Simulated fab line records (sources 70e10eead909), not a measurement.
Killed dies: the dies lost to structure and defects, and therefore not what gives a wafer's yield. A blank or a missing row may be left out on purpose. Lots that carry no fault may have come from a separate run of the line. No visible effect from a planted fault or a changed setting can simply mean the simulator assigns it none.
A struck lot beside a sound one	flow nand_harc	43 steps out of a route of 1159
Sound: the wafers L444.2, L444.5, L444.6. Struck: wafer L455.5 (left out: L455.3, L455.4 of the same lot, which were not struck); the cause appears at the end.
Each step with rows lists, per side, the tool, then ch with its chambers, then its first start. Under that, the readings that differ: sound wafers	struck wafers	difference of the means	sigmas: that difference in standard deviations of wafers without a fault.
alike: a reading whose means differ by less than 2 such deviations, as well as words and numbers matching on both sides. not compared: withheld readings; readings where some wafer has no value; bounds like >300 that might hide an equal value; numbers whose values overlap and for which the record gives no deviation.
A row with sigmas, a row that says differs or no value, or rows on one side alone: a step with any of these is where the two part. When numbers do not overlap yet have no deviation, they are printed without sigmas and do not part them. Lack of a reading on every wafer of one side parts them only where that side has two or more wafers.

first, 1 step without rows for these wafers: NHARC_A_CONTACT_ETCH_121 (etches the open film in C4F8/O2/Ar, time 94 s, target depth 922 nm).
NHARC_A_CONTACT_ETCH_122: etches the open film in C4F8/O2/Ar, time 95 s, target depth 930 nm.
  sound on har_cap_etch-02 ch 0,1, day 17 10:08; struck on har_cap_etch-01 ch 0, day 20 22:22
  not compared: rf_hours_counter_h
then, 3 steps without rows for these wafers: NHARC_A_CONTACT_ETCH_123 (etches the open film in C4F8/O2/Ar, time 253 s, target depth 1090 nm); NHARC_A_CONTACT_ETCH_90 (etches the open film in CH3F/O2, target depth 40 nm, time 85.7 s); NHARC_A_CONTACT_ETCH_96 (etches the open film in C4F6/O2, target depth 20 nm, time 10 s).
NHARC_A_CONTACT_CD_MEAS_53:
  sound on cd_sem-01 at day 17 11:02; struck on cd_sem-02 at day 20 23:16
  alike: cd_nm
then, 6 steps without rows for these wafers: NHARC_A_CONTACT_STRIP_99 (strips in N2/H2); NHARC_A_CONTACT_STRIP_100 (strips in CF4/CHF3); NHARC_A_CONTACT_STRIP_101 (strips in O2/COS); NHARC_A_CONTACT_ETCH_102 (etches the open film in CF4/O2, target depth 70 nm, overetch 7 nm, time 38.5 s); NHARC_A_CONTACT_STRIP_55 (strips in O2); NHARC_A_CONTACT_STRIP_56 (strips in post etch residue remover, time 600 s).
NHARC_A_CONTACT_DEP_57: deposits aC, target thk 2800 nm.
  sound on acl_dep-02 ch 0, day 17 12:38; struck on acl_dep-03 ch 0, day 21 03:05
  alike: throttle_valve_pct
NHARC_A_CONTACT_DEP_58: deposits SiON, target thk 60 nm.
  sound on pecvd-04 ch 1,2, day 17 14:04; struck on pecvd-02 ch 0, day 21 04:19
reading	sound	struck	difference	sigmas
rf_fwd_power_W (W)	347.4 348.5 347.9	350.4	+2.5	+2
  alike: heater_power_w
then, 10 steps without rows for these wafers: NHARC_A_CONTACT_DEHYDRATE_59 (time 120 s); NHARC_A_CONTACT_HMDS_60 (time 30 s); NHARC_A_CONTACT_COAT_61 (time 75 s); NHARC_A_CONTACT_COAT_62 (time 65 s); NHARC_A_CONTACT_COAT_63 (resist thk 90 nm); NHARC_A_CONTACT_SOFTBAKE_64 (time 55 s); NHARC_A_CONTACT_EBR_65; NHARC_A_CONTACT_EXPOSE_66 (exposes mask A CC 2); NHARC_A_CONTACT_PEB_67 (peb time 65 s); NHARC_A_CONTACT_DEVELOP_68 (develop time 35 s).
NHARC_A_CONTACT_CD_MEAS_69: target cd 200 nm.
  sound on cd_sem-01 ch 0, day 17 14:47; struck on cd_sem-02 ch 0, day 21 05:03
  alike: cd_nm
NHARC_A_CONTACT_OVL_MEAS_70:
  sound on overlay-01 at day 17 14:53; struck on overlay-02 at day 21 05:08
reading	sound	struck	difference	sigmas
overlay_x_nm (nm)	1.6 1.5 1.3	-0.8	-2.3	-3
  alike: overlay_y_nm
NHARC_A_CONTACT_INSPECT_71:
  sound on defect_inspect-01 at day 17 14:55; struck on defect_inspect-02 at day 21 05:10
  alike: raw_defect_count
then, 5 steps without rows for these wafers: NHARC_A_CONTACT_DESCUM_74 (chemistry O2, time 3 s); NHARC_A_CONTACT_ETCH_75 (etches the open film in CF4, target depth 39 nm, time 65 s); NHARC_A_CONTACT_ETCH_76 (etches the open film in N2/H2, target depth 260 nm, time 475.3 s); NHARC_A_CONTACT_ETCH_77 (etches the open film in CF4/CHF3, target depth 72.6 nm, time 36.3 s); NHARC_A_CONTACT_ETCH_78 (etches the open film in O2/COS, target depth 2800 nm, time 728 s).
NHARC_A_CONTACT_ETCH_124: etches the open film in C4F8/O2/Ar, time 140 s, target depth 700 nm.
  sound on har_cap_etch-03 ch 0,1, day 17 16:06; struck on har_cap_etch-03 ch 1, day 21 06:26
  not compared: rf_hours_counter_h
then, 4 steps without rows for these wafers: NHARC_A_CONTACT_ETCH_125 (etches the open film in C4F8/O2/Ar, time 155 s, target depth 956 nm); NHARC_A_CONTACT_ETCH_126 (etches the open film in C4F8/O2/Ar, time 155 s, target depth 956 nm); NHARC_A_CONTACT_ETCH_127 (etches the open film in C4F8/O2/Ar, time 155 s, target depth 956 nm); NHARC_A_CONTACT_ETCH_128 (etches the open film in C4F8/O2/Ar, time 155 s, target depth 956 nm).
NHARC_A_CONTACT_ETCH_129: etches the open film in C4F8/O2/Ar, time 155 s, target depth 956 nm.
  sound on har_cap_etch-03 ch 0,1, day 17 16:53; struck on har_cap_etch-03 ch 1, day 21 07:26
  not compared: rf_hours_counter_h
then, 3 steps without rows for these wafers: NHARC_A_CONTACT_ETCH_130 (etches the open film in C4F8/O2/Ar, time 155 s, target depth 956 nm); NHARC_A_CONTACT_ETCH_131 (etches the open film in C4F8/O2/Ar, time 155 s, target depth 956 nm); NHARC_A_CONTACT_ETCH_132 (etches the open film in C4F8/O2/Ar, time 156 s, target depth 958 nm).
NHARC_A_CONTACT_ETCH_133: etches the open film in C4F8/O2/Ar, time 195 s, target depth 840 nm.
  sound on har_cap_etch-03 ch 0,1, day 17 17:26; struck on har_cap_etch-03 ch 1, day 21 08:04
  not compared: rf_hours_counter_h
-- break in the record here, with 3 days between the starts of the struck wafers on either side (left off in module A_CONTACT, picked up again in module END, where the first step shown is number 1159 on the route) --
NHARC_END_SORT_01:
  sound on prober-01 ch 0, day 20 13:33; struck on prober-02 ch 0, day 24 04:22
reading	sound	struck	difference	sigmas
killed_at_array	25 30 23	172	+146	+13
killed_dies	29 33 26	173	+144	+13
  alike: killed_at_other, killed_at_periphery, killed_open, killed_short

WHERE THEY PART
First at NHARC_A_CONTACT_DEP_58; last, within this record, at NHARC_END_SORT_01.

WHY: what had been put in by the simulator
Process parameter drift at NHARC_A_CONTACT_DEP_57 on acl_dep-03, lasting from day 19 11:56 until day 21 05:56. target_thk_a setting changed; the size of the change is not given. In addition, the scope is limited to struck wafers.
